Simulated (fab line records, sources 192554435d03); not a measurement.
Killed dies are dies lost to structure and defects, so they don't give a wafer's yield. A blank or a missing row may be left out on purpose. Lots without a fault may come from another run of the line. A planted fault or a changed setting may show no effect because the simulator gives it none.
Chamber matching | flow n5_finfet | N5_DUMMY_GATE_ETCH_31 on rie_diel-03: 4 sister chambers
The step etches SiO2 in C4F6/O2, target depth 82.5 nm, time 27.5 s. 16 wafers are shown with their chamber, then 8 later ones without.

WAFERS WITH THEIR CHAMBER
wafer  | chamber | rf_vpp_V (V) | showerhead_plenum_p_Torr (Torr) | throttle_valve_pct (%)
L074.2 | 3       | 675          | 2.94                            | 21.25
L074.4 | 0       | 686          | 2.79                            | 20.91
L074.5 | 3       | 675          | 2.94                            | 21.27
L080.3 | 3       | 676          | 2.94                            | 21.26
L080.4 | 1       | 649          | 2.73                            | 21.37
L080.6 | 0       | 687          | 2.79                            | 20.92
L085.1 | 0       | 686          | 2.78                            | 20.95
L085.4 | 2       | 690          | 2.92                            | 21.34
L085.5 | 3       | 675          | 2.94                            | 21.27
L086.1 | 2       | 690          | 2.92                            | 21.35
L086.2 | 1       | 651          | 2.73                            | 21.39
L086.6 | 3       | 675          | 2.93                            | 21.27
L087.1 | 1       | 650          | 2.73                            | 21.41
L087.2 | 0       | 687          | 2.78                            | 20.96
L087.4 | 3       | 675          | 2.93                            | 21.26
L094.1 | 2       | 690          | 2.91                            | 20.91

SIGNATURES (means of the wafers above)
reading                  | chamber 0 | chamber 1 | chamber 2 | chamber 3 | scatter within a chamber
rf_vpp_V                 | 686.50    | 650.00    | 690.00    | 675.17    | 0.565
showerhead_plenum_p_Torr | 2.7850    | 2.7300    | 2.9167    | 2.9367    | 0.005
throttle_valve_pct       | 20.9350   | 21.3900   | 21.2000   | 21.2633   | 0.104
Rule: a wafer's distance from a chamber is the root of the sum, over the readings, of the square of ((its reading less the chamber's mean) divided by the reading's scatter). The wafer belongs to the nearest chamber; if the next one is less than 2 further off, it can't be placed. The scatter: the root of (the sum of the squares of (reading less its chamber's mean) over the shown wafers, divided by (wafers less chambers)).

WAFERS WITHOUT THEIR CHAMBER
wafer  | rf_vpp_V (V) | showerhead_plenum_p_Torr (Torr) | throttle_valve_pct (%)
L094.5 | 690          | 2.91                            | 20.90
L094.6 | 648          | 2.72                            | 21.41
L095.1 | 650          | 2.72                            | 21.44
L095.2 | 691          | 2.91                            | 20.93
L095.5 | 674          | 2.93                            | 21.30
L097.3 | 650          | 2.72                            | 21.43
L097.5 | 676          | 2.92                            | 21.33
L097.6 | 689          | 2.91                            | 20.91

WHICH CHAMBER EACH WENT THROUGH
wafer  | from the rows above | in truth
L094.5 | 2                   | 2
L094.6 | 1                   | 1
L095.1 | 1                   | 1
L095.2 | 2                   | 2
L095.5 | 3                   | 3
L097.3 | 1                   | 1
L097.5 | 3                   | 3
L097.6 | 2                   | 2
Placed correctly: 8 of 8. Can't be placed from these rows: 0. Placed wrongly: 0.
